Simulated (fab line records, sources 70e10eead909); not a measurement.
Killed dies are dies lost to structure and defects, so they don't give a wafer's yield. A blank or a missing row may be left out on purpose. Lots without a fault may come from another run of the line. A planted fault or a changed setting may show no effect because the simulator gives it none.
Which tool did it? | flow nand_harc | 13 lots, 39 wafers sampled, at 5 steps of a route of 1302

WHAT THE GAUGES READ, wafer by wafer
NHARC_END_SORT_01.
lot  | measured     | on        | killed_at_array | killed_at_other | killed_at_periphery | killed_dies | killed_open | killed_short
L623 | day 24 18:29 | prober-02 | 59 54 53        | 3 2 0           | 15 8 11             | 77 64 64    | 7 2 3       | 5 3 1
L625 | day 25 17:04 | prober-02 | 93 115 113      | 0 0 1           | 3 0 3               | 96 115 117  | 4 5 4       | 2 0 1
L627 | day 27 00:28 | prober-02 | 63 61 65        | 0 1 0           | 3 6 6               | 66 68 71    | 5 6 4       | 2 3 7
L629 | day 27 08:57 | prober-01 | 56 51 56        | 1 1 0           | 1 2 0               | 58 54 56    | 3 2 1       | 2 2 2
L628 | day 27 01:14 | prober-01 | 95 112 108      | 2 0 6           | 1 2 1               | 98 114 115  | 2 1 3       | 3 5 0
L630 | day 28 12:53 | prober-02 | 74 80 82        | 0 0 1           | 4 7 6               | 78 87 89    | 4 5 3       | 9 3 4
L632 | day 28 12:50 | prober-01 | 39 27 34        | 1 0 1           | 2 6 8               | 42 33 43    | 1 4 7       | 3 1 1
L633 | day 29 10:13 | prober-02 | 42 44 46        | 0 0 0           | 3 1 0               | 45 45 46    | 5 3 5       | 0 1 3
L635 | day 29 21:00 | prober-02 | 30 30 27        | 2 0 0           | 1 0 6               | 33 30 33    | 1 2 3       | 2 3 5
L636 | day 30 12:40 | prober-02 | 44 55 41        | 0 0 0           | 1 1 2               | 45 56 43    | 3 4 2       | 2 3 2
L637 | day 30 12:39 | prober-01 | 672 672 668     | 0 1 2           | 5 4 7               | 677 677 677 | 2 5 4       | 3 3 3
L640 | day 32 01:13 | prober-01 | 670 676 676     | 2 0 0           | 5 1 1               | 677 677 677 | 6 6 2       | 1 6 0
L638 | day 32 23:24 | prober-02 | 675 674 674     | 0 0 0           | 2 3 3               | 677 677 677 | 7 3 4       | 1 0 4

WHICH TOOL RAN EACH LOT (tool, then ch and the chambers of the sampled wafers, then the start)
lot  | NHARC_A_STAIRCASE_DEP_322       | NHARC_A_STAIRCASE_CMP_152     | NHARC_A_STAIRCASE_STRIP_475                   | NHARC_A_SGD_CUT_DEP_00
L623 | pecvd-03 ch 0,2, day 18 15:34   | cmp-01 ch 0,2,3, day 19 16:00 | rie_diel-01 ch 0,2,3, day 19 17:50 or earlier | pecvd-02 ch 1,2, day 19 17:50
L625 | pecvd-02 ch 1,2, day 19 02:40   | cmp-01 ch 0,2,3, day 20 01:20 | rie_diel-13 ch 1,3, day 20 02:24              | pecvd-01 ch 0,1,2, day 20 03:14
L627 | pecvd-04 ch 1,2, day 20 12:17   | cmp-02 ch 0,2,3, day 21 13:23 | rie_diel-01 ch 0,1,2, day 21 15:20 or earlier | pecvd-04 ch 1,2, day 21 15:20
L629 | pecvd-04 ch 1,2, day 20 16:42   | cmp-03 ch 0,1,3, day 21 16:13 | rie_diel-13 ch 0,1,3, day 21 18:01 or earlier | pecvd-02 ch 0,2, day 21 18:01
L628 | pecvd-03 ch 1,2, day 20 16:42   | cmp-03 ch 0,1,3, day 21 13:19 | rie_diel-01 ch 0,1,2, day 21 15:11 or earlier | pecvd-04 ch 0,1, day 21 15:11
L630 | pecvd-02 ch 0,1,2, day 22 05:59 | cmp-01 ch 0,2,3, day 23 06:46 | rie_diel-01 ch 0,2,3, day 23 08:38 or earlier | pecvd-01 ch 0,2, day 23 08:38
L632 | pecvd-03 ch 0,1,2, day 22 06:14 | cmp-03 ch 0,2, day 23 07:17   | rie_diel-05 ch 0,1, day 23 09:03 or earlier   | pecvd-01 ch 0,1, day 23 09:03
L633 | pecvd-04 ch 0,2, day 22 15:29   | cmp-03 ch 0,1,3, day 23 19:35 | rie_diel-05 ch 0,2,3, day 23 21:22 or earlier | pecvd-04 ch 1,2, day 23 21:22
L635 | pecvd-04 ch 0,1,2, day 23 17:37 | cmp-03 ch 0,1, day 24 18:56   | rie_diel-05 ch 0,1,3, day 24 20:43 or earlier | pecvd-04 ch 1,2, day 24 20:43
L636 | pecvd-04 ch 0,1,2, day 24 06:17 | cmp-01 ch 0,2, day 25 06:45   | rie_diel-13 ch 2,3, day 25 07:46              | pecvd-01 ch 0,1,2, day 25 08:38
L637 | pecvd-02 ch 1,2, day 24 06:23   | cmp-02 ch 0,1, day 25 06:52   | rie_diel-01 ch 2,3, day 30 12:39 or earlier   | -
L640 | pecvd-03 ch 0,1,2, day 25 17:43 | cmp-01 ch 0,1,2, day 26 15:46 | rie_diel-01 ch 0,1,2, day 32 01:13 or earlier | -
L638 | pecvd-04 ch 0,1,2, day 25 17:54 | cmp-03 ch 0,1,2, day 26 14:49 | rie_diel-05 ch 2,3, day 32 23:24 or earlier   | -
- NHARC_A_STAIRCASE_DEP_322: deposits SiO2, target thk 7200 nm.
- NHARC_A_STAIRCASE_CMP_152: polishes.
- NHARC_A_STAIRCASE_STRIP_475: strips in O2, time 20 s.
- NHARC_A_SGD_CUT_DEP_00: deposits SiNx, target thk 50 nm.

WHAT THE TOOLS THEMSELVES READ (means of the sampled wafers that have a number; where no wafer has one, the mark that the record gives instead)
NHARC_A_STAIRCASE_DEP_322.
lot  | tool     | heater_power_w (W) | mfc_precursor_sccm (sccm)
L623 | pecvd-03 | 557                | 200.0
L625 | pecvd-02 | 856                | 200.3
L627 | pecvd-04 | 739                | 199.8
L629 | pecvd-04 | 734                | 200.0
L628 | pecvd-03 | 626                | 199.7
L630 | pecvd-02 | 781                | 200.3
L632 | pecvd-03 | 605                | 200.6
L633 | pecvd-04 | 738                | 199.6
L635 | pecvd-04 | 701                | 200.3
L636 | pecvd-04 | 750                | 200.1
L637 | pecvd-02 | 769                | 200.3
L640 | pecvd-03 | 583                | 200.0
L638 | pecvd-04 | 692                | 199.5

NHARC_A_STAIRCASE_CMP_152.
lot  | tool   | edge_zone_pressure_frac | motor_current_A (A)
L623 | cmp-01 | 1.000                   | 12.4
L625 | cmp-01 | 0.998                   | 12.5
L627 | cmp-02 | 0.999                   | 12.0
L629 | cmp-03 | 1.004                   | 10.8
L628 | cmp-03 | 0.999                   | 11.1
L630 | cmp-01 | 1.000                   | 12.7
L632 | cmp-03 | 1.002                   | 11.1
L633 | cmp-03 | 1.000                   | 10.7
L635 | cmp-03 | 1.001                   | 10.8
L636 | cmp-01 | 1.001                   | 11.1
L637 | cmp-02 | -                       | -
L640 | cmp-01 | -                       | -
L638 | cmp-03 | -                       | -

NHARC_A_STAIRCASE_STRIP_475.
lot  | tool        | drypump_motor_current_A (A) | oes_product_au (a.u.) | rf_vpp_V (V) | showerhead_plenum_p_Torr (Torr) | throttle_valve_pct (%)
L623 | rie_diel-01 | 5.5                         | 1.010                 | 58.2         | 3.59                            | 17.033
L625 | rie_diel-13 | 5.6                         | 0.992                 | 57.4         | 3.43                            | 17.030
L627 | rie_diel-01 | 5.8                         | 1.007                 | 57.4         | 3.66                            | 17.043
L629 | rie_diel-13 | 5.5                         | 0.995                 | 57.1         | 3.39                            | 17.036
L628 | rie_diel-01 | 5.9                         | 1.005                 | 58.6         | 3.66                            | 17.031
L630 | rie_diel-01 | 5.5                         | 1.011                 | 58.1         | 3.57                            | 17.037
L632 | rie_diel-05 | 5.5                         | 1.009                 | 58.3         | 3.62                            | 17.031
L633 | rie_diel-05 | 5.8                         | 1.005                 | 57.4         | 3.55                            | 17.038
L635 | rie_diel-05 | 5.4                         | 1.009                 | 57.2         | 3.56                            | 17.038
L636 | rie_diel-13 | 5.6                         | 1.007                 | 58.0         | 3.44                            | 17.042
L637 | rie_diel-01 | 5.4                         | 1.002                 | 58.0         | 3.55                            | 17.034
L640 | rie_diel-01 | 5.9                         | 0.994                 | 58.8         | 3.64                            | 17.045
L638 | rie_diel-05 | 6.1                         | 1.001                 | 58.4         | 3.73                            | 17.033

NHARC_A_SGD_CUT_DEP_00.
lot  | tool     | heater_power_w (W)
L623 | pecvd-02 | 874
L625 | pecvd-01 | 758
L627 | pecvd-04 | 802
L629 | pecvd-02 | 892
L628 | pecvd-04 | 757
L630 | pecvd-01 | 662
L632 | pecvd-01 | 737
L633 | pecvd-04 | 740
L635 | pecvd-04 | 795
L636 | pecvd-01 | 714

THE ANSWER, worked out from the rows above alone
Rule: what is usual is taken from the lots themselves. Put in order of their means at a reading, lots are off if they are a third of the lots or fewer, leave a main group of 4 or more, and stand apart from it by a gap of 3 or more times the standard deviation of the main group's means; of several such gaps the widest counts. A main group whose means are all the same, to the digits that the tables above print for the reading, isn't used. A lot without any number at a reading at which 4 lots or more have one is off too. The other lots that the step has rows for count as sound. The gauges are gone through in route order, then the tools' own readings, and for those a lot's mean is taken as printed above. The first step at which some lot is off is used, and at that step the reading that is off furthest; a lot without a number counts as furthest.
Off: L637, L640, L638, at NHARC_END_SORT_01 (killed_dies). The main group: mean 66, standard deviation 26.
A tool fits if, at a process step before that reading, it ran every lot that is off, and no sound lot after the first of them. The gauges at NHARC_END_SORT_01 aren't tried: what is off there is off at NHARC_A_STAIRCASE_CMP_152 too, on other tools, and a gauge's error can't cause that. NHARC_A_STAIRCASE_STRIP_475 gives no start for some lots, so the hours and the order of its lots are those of NHARC_END_SORT_01. None of those tried fits.

WHAT THE SIMULATOR HAD PUT IN
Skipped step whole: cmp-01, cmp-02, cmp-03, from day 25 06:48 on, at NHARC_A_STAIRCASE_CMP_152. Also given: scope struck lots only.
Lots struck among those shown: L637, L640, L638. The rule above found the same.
